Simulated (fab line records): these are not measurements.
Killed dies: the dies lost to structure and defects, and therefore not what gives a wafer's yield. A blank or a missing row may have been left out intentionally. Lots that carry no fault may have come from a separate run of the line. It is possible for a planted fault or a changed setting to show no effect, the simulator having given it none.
fab line records	flow nand-harc	part 2 of 2: steps 23 to 28 of 28
record lots=5	wafers=15	last-day=32
route steps=1302 shown A_STAIRCASE@649
lots that met no fault: from a run of the same line without faults
start-h: start of the lot's first displayed wafer, in hours after the record's first day	wait-h: hours elapsed since this lot's preceding step	" repeats the value in the row above	L1.1+2: several wafers, shown together as one row	- either no value or no given start	* or withheld: withheld	< > ~ a bound
route shown NAME@n: names a module that has steps shown in the file, with the first one's number in the route	usual: average and standard deviation across the fault-free wafers	same: alike in all rows	chamber/n: place in a boat	sites: per-site readings	_std_site: standard deviation of those values	_edge_site: the outer-site mean with the inner-site mean subtracted	radius-mm: how far each site lies from the wafer's centre	mask NAME#n: copy n	behind: tool/chamber where the wafer was last shaped	hold: what put the lot on hold/how long, in hours/how the hold closed	device: the transistor (n, p or np) that didn't switch	end of line: the same wafers' tests at the end of the route	for a step that has no rows: nothing shown but its recipe	killed: dies that structure and defects cost at the first sort, which is not the same as the wafer's yield	map: shows each die of a wafer: x if killed, . if not, _ if none is there
set.NAME: the run value of the setting; set.NAME@STEP: its run value at that earlier step	model.NAME: the simulator's own value behind a step, which no gauge read
lots at some steps of the route; a table a step, a row a wafer
services: when a tool's chamber went out of use (start-h, in hours from the record's first day, below 0 if earlier), for how many hours, and the reason
## steps
# step NHARC_A_STAIRCASE_TRIM_16
# recipe time-s=211.2	o2-flow-sccm=500	ar-flow-sccm=0	bias-w=0	chemistry=O2
# usual drypump-motor-current-A=5.75/0.28	o2-flow-sccm=500.2/1.5	oes-product-au=1.003/0.0087	rf-vpp-V=57.6/0.87	showerhead-plenum-p-Torr=3.49/0.15	throttle-valve-pct=17.037/0.01
# same bias-w=0
lot.wafer	tool	chamber	start-h	wait-h	drypump-motor-current-A	o2-flow-sccm	oes-product-au	rf-hours-counter-h	rf-vpp-V	showerhead-plenum-p-Torr	throttle-valve-pct
L079.2	rie-diel-10	1	-	-	5.59	503.0	0.994	35	56.5	3.28	17.040
L079.4	"	3	"	"	6.00	497.6	1.013	45	57.3	3.54	17.023
L079.6	"	1	"	"	5.62	502.9	0.999	-	57.6	3.28	17.040
L080.1	rie-diel-08	0	-	-	5.77	499.9	0.983	12	57.8	3.29	17.052
L080.4	"	1	"	"	5.48	499.5	1.004	13	57.7	3.76	17.045
L080.5	"	2	"	"	5.86	501.3	1.005	-	56.5	3.36	17.037
L081.4	rie-diel-01	2	-	-	6.12	498.8	1.009	6	57.1	3.38	17.031
L081.2	"	3	"	"	5.65	499.5	1.009	7	57.1	3.40	17.052
L081.6	"	2	"	"	6.11	502.0	1.009	-	57.2	3.38	17.045
L086.3	rie-diel-10	1	-	-	5.62	501.6	0.996	17	59.4	3.80	17.048
L086.1	"	3	"	"	6.01	502.1	1.011	12	57.1	3.53	17.049
L086.4	"	0	"	"	5.84	500.1	1.005	14	57.1	3.47	17.035
L095.4	rie-diel-01	1	-	-	6.08	497.7	1.002	64	57.7	3.44	17.035
L095.2	"	3	"	"	5.65	501.0	0.997	57	56.9	3.38	17.040
L095.5	"	1	"	"	6.09	497.9	1.014	-	57.4	3.44	17.051
# step NHARC_A_STAIRCASE_ETCH_17
# recipe target-depth-a=1000	time-s=40.5	ion-energy-ev=400	c4f8-flow-sccm=20	o2-flow-sccm=10	ar-flow-sccm=withheld	rf-w=600	bias-w=1000	chemistry=C4F8/O2
# usual bias-w=999.9/2.5	oes-product-au=0.942/0.01	rf-vpp-V=894/5.3
lot.wafer	tool	chamber	start-h	wait-h	bias-w	oes-product-au	rf-hours-counter-h	rf-vpp-V
L079.4	rie-diel-10	1	-	-	998.3	0.928	35	887
L079.2	"	3	"	"	1004.4	0.961	45	896
L079.6	"	1	"	"	999.2	0.941	-	887
L080.1	rie-diel-08	1	-	-	997.9	0.948	13	905
L080.4	"	3	"	"	999.3	0.938	10	893
L080.5	"	1	"	"	999.7	0.944	-	903
L081.4	rie-diel-01	2	-	-	997.5	0.927	6	892
L081.2	"	1	"	"	1003.9	0.932	8	894
L081.6	"	3	"	"	1000.8	0.939	-	892
L086.3	rie-diel-10	3	-	-	1001.3	0.957	12	897
L086.4	"	0	"	"	994.6	0.956	14	895
L086.1	"	1	"	"	998.9	0.944	17	908
L095.4	rie-diel-01	1	-	-	1000.0	0.949	64	893
L095.2	"	2	"	"	1000.4	0.935	54	888
L095.5	"	0	"	"	1000.1	0.941	-	892
# step NHARC_A_STAIRCASE_TRIM_18
# recipe time-s=211.2	o2-flow-sccm=500	ar-flow-sccm=0	bias-w=0	chemistry=O2
# usual drypump-motor-current-A=5.72/0.28	o2-flow-sccm=500.1/1.6	oes-product-au=1.000/0.0089	rf-vpp-V=57.5/0.84	showerhead-plenum-p-Torr=3.50/0.15	throttle-valve-pct=17.036/0.0097
# same bias-w=0
lot.wafer	tool	chamber	start-h	wait-h	drypump-motor-current-A	o2-flow-sccm	oes-product-au	rf-hours-counter-h	rf-vpp-V	showerhead-plenum-p-Torr	throttle-valve-pct
L079.2	rie-diel-10	1	-	-	5.58	500.1	0.998	36	57.2	3.28	17.040
L079.4	"	0	"	"	5.86	495.7	0.997	37	58.9	3.49	17.025
L079.6	"	1	"	"	5.58	500.8	0.993	-	57.2	3.28	17.046
L080.1	rie-diel-08	2	-	-	5.88	498.5	1.003	12	57.1	3.36	17.038
L080.4	"	3	"	"	5.95	500.6	1.006	10	55.7	3.45	17.047
L080.5	"	2	"	"	5.85	499.0	1.008	-	57.5	3.36	17.030
L081.2	rie-diel-01	0	-	-	5.53	497.9	0.983	7	58.9	3.46	17.046
L081.4	"	2	"	"	6.10	501.0	0.997	6	57.1	3.38	17.031
L081.6	"	0	"	"	5.49	499.2	0.982	-	58.1	3.46	17.027
L086.4	rie-diel-10	1	-	-	5.57	498.8	0.995	17	57.3	3.80	17.019
L086.1	"	2	"	"	5.20	503.1	0.997	14	58.1	3.53	17.044
L086.3	"	3	"	"	6.02	500.7	1.011	12	57.4	3.53	17.019
L095.4	rie-diel-01	1	-	-	6.08	500.1	1.001	64	56.5	3.44	17.032
L095.2	"	3	"	"	5.66	502.2	0.995	57	56.7	3.38	17.048
L095.5	"	1	"	"	6.10	501.7	0.997	-	57.8	3.44	17.051
# step NHARC_A_STAIRCASE_ETCH_19
# recipe target-depth-a=1000	time-s=40.5	ion-energy-ev=400	c4f8-flow-sccm=20	o2-flow-sccm=10	ar-flow-sccm=withheld	rf-w=600	bias-w=1000	chemistry=C4F8/O2
# usual bias-w=1000/3.3	oes-product-au=0.943/0.0089	rf-vpp-V=895/5.4
lot.wafer	tool	chamber	start-h	wait-h	bias-w	oes-product-au	rf-hours-counter-h	rf-vpp-V
L079.2	rie-diel-10	1	-	-	1001	0.926	36	887
L079.4	"	0	"	"	1001	0.943	37	894
L079.6	"	2	"	"	999	0.943	-	898
L080.4	rie-diel-08	3	-	-	998	0.946	10	894
L080.1	"	0	"	"	1000	0.940	12	887
L080.5	"	3	"	"	998	0.949	-	893
L081.2	rie-diel-01	0	-	-	1000	0.925	8	891
L081.4	"	1	"	"	1000	0.941	8	895
L081.6	"	1	"	"	1000	0.953	-	895
L086.4	rie-diel-10	3	-	-	998	0.960	12	896
L086.3	"	1	"	"	998	0.945	17	907
L086.1	"	2	"	"	1001	0.945	15	895
L095.2	rie-diel-01	1	-	-	993	0.939	65	893
L095.4	"	2	"	"	996	0.942	54	890
L095.5	"	0	"	"	997	0.935	-	891
# step NHARC_A_STAIRCASE_TRIM_20
# recipe time-s=211.2	o2-flow-sccm=500	ar-flow-sccm=0	bias-w=0	chemistry=O2
# usual drypump-motor-current-A=5.75/0.28	o2-flow-sccm=499.9/1.4	oes-product-au=1.001/0.0091	rf-vpp-V=57.6/0.89	showerhead-plenum-p-Torr=3.48/0.14	throttle-valve-pct=17.036/0.0092
# same bias-w=0
lot.wafer	tool	chamber	start-h	wait-h	drypump-motor-current-A	o2-flow-sccm	oes-product-au	rf-hours-counter-h	rf-vpp-V	showerhead-plenum-p-Torr	throttle-valve-pct
L079.4	rie-diel-10	1	387.59	0.1	5.64	498.8	0.987	36	58.2	3.28	17.040
L079.2	"	2	"	"	5.21	501.0	1.006	38	56.6	3.55	17.026
L079.6	"	0	"	"	5.83	500.2	0.997	-	58.2	3.49	17.040
L080.1	rie-diel-10	1	407.72	0.1	5.59	500.0	0.995	41	56.6	3.28	17.032
L080.4	"	2	"	"	5.20	500.2	1.003	46	57.8	3.54	17.036
L080.5	"	1	"	"	5.57	501.1	0.996	-	59.5	3.28	17.028
L081.2	rie-diel-10	1	408.82	0.1	5.63	500.8	0.995	42	58.2	3.28	17.016
L081.4	"	0	"	"	5.84	499.2	0.983	47	57.8	3.48	17.036
L081.6	"	1	"	"	5.65	501.5	0.985	-	57.6	3.28	17.032
L086.1	rie-diel-10	3	479.43	0.1	6.01	501.6	1.002	12	58.0	3.53	17.036
L086.4	"	0	"	"	5.82	501.2	1.001	14	56.9	3.47	17.032
L086.3	"	1	"	"	5.59	499.8	1.001	17	58.7	3.80	17.038
L095.4	rie-diel-10	3	553.24	0.1	6.02	498.4	0.997	39	57.3	3.51	17.034
L095.2	"	1	"	"	5.63	502.7	1.001	38	57.8	3.79	17.030
L095.5	"	3	"	"	6.01	500.9	1.004	-	59.5	3.51	17.031
# step NHARC_A_STAIRCASE_ETCH_21
# recipe target-depth-a=1000	time-s=40.5	ion-energy-ev=400	c4f8-flow-sccm=20	o2-flow-sccm=10	ar-flow-sccm=withheld	rf-w=600	bias-w=1000	chemistry=C4F8/O2
# usual bias-w=1000/3.1	oes-product-au=0.955/0.016	rf-vpp-V=894/5
lot.wafer	tool	chamber	start-h	wait-h	bias-w	oes-product-au	rf-hours-counter-h	rf-vpp-V
L079.2	rie-diel-10	0	-	-	1000	0.930	37	895
L079.4	"	2	"	"	1001	0.945	38	897
L079.6	"	0	"	"	1000	0.933	-	894
L080.1	rie-diel-10	2	-	-	999	0.982	46	896
L080.4	"	0	"	"	1003	0.960	46	894
L080.5	"	2	"	"	997	0.982	-	898
L081.4	rie-diel-10	2	-	-	1003	0.967	46	897
L081.2	"	0	"	"	998	0.980	47	896
L081.6	"	1	"	"	1002	0.952	-	888
L086.1	rie-diel-10	1	-	-	1000	0.947	17	905
L086.4	"	2	"	"	998	0.947	15	897
L086.3	"	0	"	"	995	0.959	14	894
L095.4	rie-diel-10	1	-	-	998	0.955	38	904
L095.2	"	2	"	"	1001	0.983	41	895
L095.5	"	2	"	"	1004	0.977	-	895
## services
tool	chamber	start-h	hours	kind
wet-bench-06	-	369.60	8.0	pm
rie-diel-08	-	370.53	9.0	pm
rie-diel-01	-	382.61	9.0	pm
rie-diel-10	1	393.31	7.2	repair
rie-diel-08	3	395.82	5.9	repair
krf-scanner-03	-	396.00	4.0	pm
litho-track-02	-	402.00	7.0	pm
plasma-asher-01	-	404.94	2.1	repair
plasma-asher-01	-	414.94	0.9	repair
rie-diel-10	-	424.43	9.0	pm
litho-track-07	-	426.00	7.0	pm
plasma-asher-02	-	426.00	9.0	pm
krf-scanner-02	-	438.00	4.0	pm
rie-diel-01	2	443.63	9.3	repair
litho-track-03	-	450.00	7.0	pm
krf-scanner-03	-	465.94	116.4	repair
rie-diel-01	0	483.12	3.1	repair
krf-scanner-01	-	484.00	4.0	pm
wet-bench-06	-	505.95	1.1	repair
wet-bench-07	-	512.00	8.0	pm
plasma-asher-01	-	519.26	9.0	pm
plasma-asher-02	-	540.91	1.5	repair
wet-bench-06	-	545.60	8.0	pm
rie-diel-08	-	549.95	9.0	pm
